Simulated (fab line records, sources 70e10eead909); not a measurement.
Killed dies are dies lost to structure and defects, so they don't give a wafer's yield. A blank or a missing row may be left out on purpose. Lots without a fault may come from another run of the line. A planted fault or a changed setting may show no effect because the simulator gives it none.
Chamber matching | flow nand_harc | NHARC_A_WL_FILL_ALD_19 on ald_metal-02: 4 sister chambers
The step deposits TiN, target thk 2 nm, pulse time 3 s, ald cycles 100. 4 wafers are shown with their chamber, then 8 later ones without.

WAFERS WITH THEIR CHAMBER
wafer  | chamber | heater_power_w (W)
L084.4 | 3       | 1164
L088.1 | 2       | 1086
L088.4 | 1       | 1141
L090.3 | 0       | 958

WAFERS WITHOUT THEIR CHAMBER
wafer  | heater_power_w (W)
L090.4 | 1095
L090.5 | 1175
L093.3 | 1199
L093.4 | 947
L093.5 | 1114
L097.3 | 959
L097.4 | 1071
L097.6 | 1146

WHICH CHAMBER EACH WENT THROUGH
wafer  | from the rows above          | in truth
L090.4 | 2                            | 2
L090.5 | can't be placed: 3 or 1      | 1
L093.3 | can't be placed: 3 or 1      | 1
L093.4 | 0                            | 0
L093.5 | can't be placed: 1 or 2 or 3 | 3
L097.3 | 0                            | 0
L097.4 | 2                            | 2
L097.6 | can't be placed: 1 or 3      | 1
Placed correctly: 4 of 8. Can't be placed from these rows: 4 (the true chamber is among the candidates in 4). Placed wrongly: 0.
How it was worked out, from the rows above alone: a wafer's distance from a chamber is the root of the sum, over the readings, of the square of ((its reading less the chamber's mean) divided by the reading's scatter). The wafer belongs to the nearest chamber; if the next one is less than 2 further off, it can't be placed. A chamber's mean is the mean of its shown wafers. The scatter: with one shown wafer a chamber, the root of the mean of the squares of how far each hidden wafer lies from its nearest shown one.
